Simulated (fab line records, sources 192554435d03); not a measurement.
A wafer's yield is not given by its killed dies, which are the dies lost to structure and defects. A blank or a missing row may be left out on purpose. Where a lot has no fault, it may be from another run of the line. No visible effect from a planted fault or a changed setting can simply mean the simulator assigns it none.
fab line records    flow n5Finfet
record: lots: 7  wafers: 39
route steps=1938 shown MIM_TOP@1838 PASSIVATION@1929
startH: hours from the record's opening day to when the first of the lot's shown wafers began    waitH: how many hours have passed since the lot's step before this one    " repeats the value in the row above    L1.1+2: several wafers, shown together as one row    - no value present, or no start provided    * or withheld: withheld    < > ~ a bound
route shown NAME@n: a module of which the file shows steps, and the number in the route of the first    usual: mean/standard deviation taken from wafers without a fault    same: alike in all rows    chamber/n: place in a boat    sites: per-site readings    _std_site: their standard deviation    _edge_site: the outer-site mean with the inner-site mean subtracted    radiusMm: how far each site lies from the wafer's centre    mask NAME#n: copy n    behind: the last tool/chamber to shape the wafer    hold: why the lot went on hold/how many hours it stayed there/how the hold came to an end    device: whichever transistor did not switch (one of n, p or np)    end of line: the route-end tests of the same wafers    step lacking rows: just its recipe    killed: count of dies lost to structure and defects at first sort (not the wafer's yield)    map: per-die view of a wafer (x killed, . not killed, _ where there is no die)
set.NAME: the setting that was run; set.NAME@STEP: the one run at that earlier step    model.NAME: the simulator's own value behind a step, which no gauge read
lots with deliberately changed settings; one table per step, one row per wafer
== steps ==
step: N5_MIM_TOP_SPUTTER_03
recipe: material: TiN  targetThkA: 350  tempC: 200  powerW: 3000  chamberPressurePa: 0.49996  gas: Ar  reactivePartialPa: 0.37997  timeS: 89.7
lot.wafer   tool           chamber  startH  waitH  set.timeS  model.TiN_of_MIM_TOP_SPUTTER_03.thkNm
L074.1      pvdSputter-03  -        253.04  0.0    89.7       34.4
L074.2+5    "              -        "       "      67.66      26.2
L074.3+6    "              -        "       "      89.7       34.8
L074.4      "              -        "       "      67.66      26
L077.1      pvdSputter-01  -        286.34  0.0    89.7       35.4
L077.2+5    "              -        "       "      121.6      48.2
L077.3      "              -        "       "      121.6      47.6
L077.4      "              -        "       "      89.7       35
L077.6      "              -        "       "      89.7       35.2
L083.1      pvdSputter-01  -        310.92  0.0    124.2      48
L083.2      "              -        "       "      89.7       34.4
L083.3      "              -        "       "      124.2      48.6
L083.4      "              -        "       "      124.2      48.2
L083.5      "              -        "       "      89.7       34.6
L083.6      "              -        "       "      89.7       34.8
L091.1+2    pvdSputter-03  -        361.97  0.0    89.7       35
L091.3      "              -        "       "      54.62      21
L091.4      "              -        "       "      54.62      21.6
L091.5      "              -        "       "      89.7       34.8
L091.6      "              -        "       "      54.62      21.4
L093.3      pvdSputter-03  -        378.12  0.0    89.7       35.6
L093.4      "              -        "       "      89.7       35.8
L093.5      "              -        "       "      89.7       35
L094.1      pvdSputter-02  -        384.37  0.0    89.7       34.4
L094.2      "              -        "       "      67.77      25.8
L094.3      "              -        "       "      89.7       34.6
L094.4      "              -        "       "      89.7       34.8
L094.5      "              -        "       "      67.77      25.6
L094.6      "              -        "       "      67.77      26
L096.1+2+5  pvdSputter-02  -        398.11  0.0    89.7       35.2
L096.3+6    "              -        "       "      89.7       35.6
L096.4      "              -        "       "      89.7       35
step: N5_PASSIVATION_PASS_ETCH_47
recipe: chemistry: CF4/O2  target: SiNx  targetDepthA: 7700  timeS: 385  ionEnergyEv: 100  pressureMtorr: 40  sourceW: 535  biasW: 49  Ar_flow_sccm: 100  cf4FlowSccm: 100  O2_flow_sccm: 10
lot.wafer  tool        chamber  startH  waitH  set.timeS  model.etch.depthNm
L074.1     rieDiel-01  0        261.05  0.0    385        810.3
L074.2     "           3        "       "      385        746
L074.3     "           1        "       "      385        750.1
L074.4     "           2        "       "      385        745.8
L074.5     "           1        "       "      385        754.4
L074.6     "           0        "       "      385        814
L077.1     rieDiel-04  1        295.76  0.0    385        733.8
L077.2     "           3        "       "      227.4      440.3
L077.3     "           0        "       "      227.4      460.2
L077.4     "           3        "       "      385        749.5
L077.5     "           0        "       "      385        779.5
L077.6     "           1        "       "      227.4      434.5
L083.1     rieDiel-06  1        322.62  0.0    385        806.9
L083.2     "           2        "       "      385        802.8
L083.3     "           3        "       "      385        763.8
L083.4     "           0        "       "      385        722.5
L083.5     "           2        "       "      385        790.5
L083.6     "           1        "       "      385        814.5
L091.1     rieDiel-06  1        370.94  0.0    385        804.1
L091.2     "           0        "       "      385        732.1
L091.3     "           3        "       "      385        753.8
L091.4     "           2        "       "      600        1244
L091.5     "           1        "       "      600        1259
L091.6     "           0        "       "      600        1147
L093.3     rieDiel-06  2        387.43  0.0    385        805.6
L093.4     "           3        "       "      385        766.1
L093.5     "           0        "       "      385        744.3
L094.1     rieDiel-06  3        391.29  0.0    179.7      360.3
L094.2     "           2        "       "      179.7      374.2
L094.3     "           1        "       "      385        822.5
L094.4     "           0        "       "      385        739
L094.5     "           0        "       "      385        743.5
L094.6     "           1        "       "      179.7      387.5
L096.1     rieDiel-01  2        405.39  0.0    230.8      440.5
L096.2     "           0        "       "      385        791.5
L096.3     "           1        "       "      385        749.6
L096.4     "           3        "       "      230.8      442.1
L096.5     "           3        "       "      385        737.4
L096.6     "           2        "       "      230.8      440.2
== key ==
split: step: N5_MIM_TOP_SPUTTER_03  setting: timeS  stated: 89.7  by: wafer
response: step: N5_MIM_TOP_SPUTTER_03  reading: model.TiN_of_MIM_TOP_SPUTTER_03.thkNm  change: +0.354  per: 1%  r: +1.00
split: step: N5_PASSIVATION_PASS_ETCH_47  setting: timeS  stated: 385  by: wafer
response: step: N5_PASSIVATION_PASS_ETCH_47  reading: model.etch.depthNm  change: +7.76  per: 1%  r: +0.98
